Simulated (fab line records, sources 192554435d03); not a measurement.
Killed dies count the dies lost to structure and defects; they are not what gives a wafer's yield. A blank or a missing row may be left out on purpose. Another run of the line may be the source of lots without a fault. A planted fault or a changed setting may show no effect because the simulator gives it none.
The tool behind it: which one? || flow n5_finfet || 13 lots with 36 wafers sampled at 4 steps, on a route of 1938 steps

== WHAT EACH GAUGE READ, for each wafer ==
N5_BEOL_M8_THK_MEAS_01. Usual: M8_ILD_THK typically reads 154.9 nm, with standard deviation 2.1.
{"lot": "L917", "measured": "day 10 02:31", "on": "film_metro-01", "M8_ILD_THK (nm)": "156.4 154.7 155.8", "flag": ""}
{"lot": "L922", "measured": "day 10 17:37", "on": "film_metro-01", "M8_ILD_THK (nm)": "151.1 152.0 153.5", "flag": ""}
{"lot": "L923", "measured": "day 12 02:49", "on": "film_metro-02", "M8_ILD_THK (nm)": "154.3 155.8 156.7", "flag": ""}
{"lot": "L925", "measured": "day 12 03:52", "on": "film_metro-02", "M8_ILD_THK (nm)": "154.4 156.2 155.6", "flag": ""}
{"lot": "L927", "measured": "day 12 08:57", "on": "film_metro-02", "M8_ILD_THK (nm)": "154.6 155.9", "flag": ""}
{"lot": "L928", "measured": "day 12 09:58", "on": "film_metro-01", "M8_ILD_THK (nm)": "153.9 154.3", "flag": ""}
{"lot": "L932", "measured": "day 13 16:40", "on": "film_metro-02", "M8_ILD_THK (nm)": "153.4 158.6", "flag": ""}
{"lot": "L935", "measured": "day 14 03:21", "on": "film_metro-01", "M8_ILD_THK (nm)": "153.6 158.2 158.0", "flag": ""}
{"lot": "L934", "measured": "day 14 04:09", "on": "film_metro-01", "M8_ILD_THK (nm)": "154.3 155.0 153.1", "flag": ""}
{"lot": "L937", "measured": "day 14 22:59", "on": "film_metro-02", "M8_ILD_THK (nm)": "156.0 153.2 156.6", "flag": ""}
{"lot": "L938", "measured": "day 15 01:38", "on": "film_metro-02", "M8_ILD_THK (nm)": "155.3 155.6 158.5", "flag": ""}
{"lot": "L939", "measured": "day 16 01:18", "on": "film_metro-01", "M8_ILD_THK (nm)": "155.8 156.3 158.7", "flag": ""}
{"lot": "L940", "measured": "day 17 06:40", "on": "film_metro-01", "M8_ILD_THK (nm)": "149.4 154.7 153.6", "flag": ""}

== EACH LOT AND THE TOOL THAT RAN IT (in order: tool; ch and the chambers of the sampled wafers; start) ==
{"lot": "L917", "N5_BEOL_M7_ALD_77": "ald_metal-03 ch 0,1, day 9 23:16", "N5_BEOL_M7_SPUTTER_48": "pvd_sputter-02, day 9 23:50", "N5_BEOL_M8_CURE_74": "uv_cure-03 ch 2, day 10 02:14"}
{"lot": "L922", "N5_BEOL_M7_ALD_77": "ald_metal-02 ch 1,2, day 10 14:44", "N5_BEOL_M7_SPUTTER_48": "pvd_sputter-03, day 10 15:50", "N5_BEOL_M8_CURE_74": "uv_cure-02 ch 2, day 10 17:07"}
{"lot": "L923", "N5_BEOL_M7_ALD_77": "ald_metal-01 ch 0,2, day 11 22:53", "N5_BEOL_M7_SPUTTER_48": "pvd_sputter-03, day 11 23:38", "N5_BEOL_M8_CURE_74": "uv_cure-02 ch 1, day 12 02:17"}
{"lot": "L925", "N5_BEOL_M7_ALD_77": "ald_metal-03 ch 0,2,3, day 12 00:16", "N5_BEOL_M7_SPUTTER_48": "pvd_sputter-03, day 12 01:53", "N5_BEOL_M8_CURE_74": "uv_cure-01 ch 2, day 12 03:26"}
{"lot": "L927", "N5_BEOL_M7_ALD_77": "ald_metal-01 ch 1,2, day 12 06:34", "N5_BEOL_M7_SPUTTER_48": "pvd_sputter-01, day 12 07:22", "N5_BEOL_M8_CURE_74": "uv_cure-03 ch 1, day 12 08:26"}
{"lot": "L928", "N5_BEOL_M7_ALD_77": "ald_metal-01 ch 0,3, day 12 07:50", "N5_BEOL_M7_SPUTTER_48": "pvd_sputter-01, day 12 08:23", "N5_BEOL_M8_CURE_74": "uv_cure-03 ch 2, day 12 09:28"}
{"lot": "L932", "N5_BEOL_M7_ALD_77": "ald_metal-01 ch 0,1, day 13 14:31", "N5_BEOL_M7_SPUTTER_48": "pvd_sputter-03, day 13 15:05", "N5_BEOL_M8_CURE_74": "uv_cure-01 ch 1, day 13 16:08"}
{"lot": "L935", "N5_BEOL_M7_ALD_77": "ald_metal-03 ch 0,2,3, day 14 01:16", "N5_BEOL_M7_SPUTTER_48": "pvd_sputter-03, day 14 01:47", "N5_BEOL_M8_CURE_74": "uv_cure-02 ch 0, day 14 02:55"}
{"lot": "L934", "N5_BEOL_M7_ALD_77": "ald_metal-02 ch 0,2,3, day 14 01:43", "N5_BEOL_M7_SPUTTER_48": "pvd_sputter-01, day 14 02:34", "N5_BEOL_M8_CURE_74": "uv_cure-02 ch 2, day 14 03:48"}
{"lot": "L937", "N5_BEOL_M7_ALD_77": "ald_metal-02 ch 0,3, day 14 19:35", "N5_BEOL_M7_SPUTTER_48": "pvd_sputter-02, day 14 21:25", "N5_BEOL_M8_CURE_74": "uv_cure-01 ch 2, day 14 22:29"}
{"lot": "L938", "N5_BEOL_M7_ALD_77": "ald_metal-02 ch 0,3, day 14 23:07", "N5_BEOL_M7_SPUTTER_48": "pvd_sputter-02, day 15 00:02", "N5_BEOL_M8_CURE_74": "uv_cure-01 ch 1, day 15 01:12"}
{"lot": "L939", "N5_BEOL_M7_ALD_77": "ald_metal-02 ch 0,1, day 15 22:42", "N5_BEOL_M7_SPUTTER_48": "pvd_sputter-01, day 15 23:17", "N5_BEOL_M8_CURE_74": "uv_cure-02 ch 0, day 16 00:47"}
{"lot": "L940", "N5_BEOL_M7_ALD_77": "ald_metal-01 ch 0,1,2, day 17 03:01", "N5_BEOL_M7_SPUTTER_48": "pvd_sputter-03, day 17 04:44", "N5_BEOL_M8_CURE_74": "uv_cure-03 ch 0, day 17 06:09"}
- N5_BEOL_M7_ALD_77: deposits TaN, target thk 2 nm, pulse time 2 s, purge time 3 s.
- N5_BEOL_M7_SPUTTER_48: material Cu, target thk 10 nm, time 1.667 s.
- N5_BEOL_M8_CURE_74: cures SiCOH lowk, time 240 s.

== AS READ BY THE TOOLS THEMSELVES (means over the sampled wafers that have a number; for cases with no such wafer, the mark the record gives instead) ==
N5_BEOL_M7_ALD_77. Usual: heater_power_w 422 W, standard deviation 41.
{"lot": "L917", "tool": "ald_metal-03", "heater_power_w (W)": 393, "flag": ""}
{"lot": "L922", "tool": "ald_metal-02", "heater_power_w (W)": 504, "flag": ""}
{"lot": "L923", "tool": "ald_metal-01", "heater_power_w (W)": 436, "flag": ""}
{"lot": "L925", "tool": "ald_metal-03", "heater_power_w (W)": 413, "flag": ""}
{"lot": "L927", "tool": "ald_metal-01", "heater_power_w (W)": 443, "flag": ""}
{"lot": "L928", "tool": "ald_metal-01", "heater_power_w (W)": 419, "flag": ""}
{"lot": "L932", "tool": "ald_metal-01", "heater_power_w (W)": 426, "flag": ""}
{"lot": "L935", "tool": "ald_metal-03", "heater_power_w (W)": 406, "flag": ""}
{"lot": "L934", "tool": "ald_metal-02", "heater_power_w (W)": 429, "flag": ""}
{"lot": "L937", "tool": "ald_metal-02", "heater_power_w (W)": 432, "flag": ""}
{"lot": "L938", "tool": "ald_metal-02", "heater_power_w (W)": 431, "flag": ""}
{"lot": "L939", "tool": "ald_metal-02", "heater_power_w (W)": 527, "flag": ""}
{"lot": "L940", "tool": "ald_metal-01", "heater_power_w (W)": 397, "flag": ""}

N5_BEOL_M7_SPUTTER_48. Usual: throttle_valve_pct 30.2 %, standard deviation 1.
{"lot": "L917", "tool": "pvd_sputter-02", "throttle_valve_pct (%)": 28.9, "flag": ""}
{"lot": "L922", "tool": "pvd_sputter-03", "throttle_valve_pct (%)": 30.3, "flag": ""}
{"lot": "L923", "tool": "pvd_sputter-03", "throttle_valve_pct (%)": 31.4, "flag": ""}
{"lot": "L925", "tool": "pvd_sputter-03", "throttle_valve_pct (%)": 31.2, "flag": ""}
{"lot": "L927", "tool": "pvd_sputter-01", "throttle_valve_pct (%)": 31.2, "flag": ""}
{"lot": "L928", "tool": "pvd_sputter-01", "throttle_valve_pct (%)": 29.3, "flag": ""}
{"lot": "L932", "tool": "pvd_sputter-03", "throttle_valve_pct (%)": 31.1, "flag": ""}
{"lot": "L935", "tool": "pvd_sputter-03", "throttle_valve_pct (%)": 30.9, "flag": ""}
{"lot": "L934", "tool": "pvd_sputter-01", "throttle_valve_pct (%)": 30.8, "flag": ""}
{"lot": "L937", "tool": "pvd_sputter-02", "throttle_valve_pct (%)": 29.1, "flag": ""}
{"lot": "L938", "tool": "pvd_sputter-02", "throttle_valve_pct (%)": 29.1, "flag": ""}
{"lot": "L939", "tool": "pvd_sputter-01", "throttle_valve_pct (%)": 30.7, "flag": ""}
{"lot": "L940", "tool": "pvd_sputter-03", "throttle_valve_pct (%)": 30.3, "flag": ""}

N5_BEOL_M8_CURE_74. Usual: lamp_power_pct 52.30 %, standard deviation 0.059; wafer_temp_C_max 386.7, standard deviation 0.61.
{"lot": "L917", "tool": "uv_cure-03", "lamp_power_pct (%)": 52.26, "wafer_temp_C_max": 386.6, "flag": ""}
{"lot": "L922", "tool": "uv_cure-02", "lamp_power_pct (%)": 52.35, "wafer_temp_C_max": 386.1, "flag": ""}
{"lot": "L923", "tool": "uv_cure-02", "lamp_power_pct (%)": 52.34, "wafer_temp_C_max": 386.2, "flag": ""}
{"lot": "L925", "tool": "uv_cure-01", "lamp_power_pct (%)": 52.26, "wafer_temp_C_max": 387.2, "flag": ""}
{"lot": "L927", "tool": "uv_cure-03", "lamp_power_pct (%)": 52.32, "wafer_temp_C_max": 387.4, "flag": ""}
{"lot": "L928", "tool": "uv_cure-03", "lamp_power_pct (%)": 52.23, "wafer_temp_C_max": 386.5, "flag": ""}
{"lot": "L932", "tool": "uv_cure-01", "lamp_power_pct (%)": 52.33, "wafer_temp_C_max": 387.2, "flag": ""}
{"lot": "L935", "tool": "uv_cure-02", "lamp_power_pct (%)": 52.32, "wafer_temp_C_max": 387.3, "flag": ""}
{"lot": "L934", "tool": "uv_cure-02", "lamp_power_pct (%)": 52.29, "wafer_temp_C_max": 386.4, "flag": ""}
{"lot": "L937", "tool": "uv_cure-01", "lamp_power_pct (%)": 52.29, "wafer_temp_C_max": 386.9, "flag": ""}
{"lot": "L938", "tool": "uv_cure-01", "lamp_power_pct (%)": 52.21, "wafer_temp_C_max": 386.5, "flag": ""}
{"lot": "L939", "tool": "uv_cure-02", "lamp_power_pct (%)": 52.30, "wafer_temp_C_max": 387.9, "flag": ""}
{"lot": "L940", "tool": "uv_cure-03", "lamp_power_pct (%)": 52.29, "wafer_temp_C_max": 386.6, "flag": ""}

== THE ANSWER, worked out from the rows above alone ==
Rule: a lot counts as off when the mean over its wafers that have a number is more than 3 standard deviations away from the usual mean. A lot without any number at a reading at which 4 lots or more have one is off too. The other lots that the step has rows for count as sound. Order of review: gauges by route order, followed by the tools' own readings, for which a lot's mean as printed above is used. The first step at which some lot is off is used, and at that step the reading that is off furthest; a lot without a number counts as furthest.
No lot is off on any of the readings shown, so nothing can be concluded from this.

== WHAT WAS PUT IN BY THE SIMULATOR ==
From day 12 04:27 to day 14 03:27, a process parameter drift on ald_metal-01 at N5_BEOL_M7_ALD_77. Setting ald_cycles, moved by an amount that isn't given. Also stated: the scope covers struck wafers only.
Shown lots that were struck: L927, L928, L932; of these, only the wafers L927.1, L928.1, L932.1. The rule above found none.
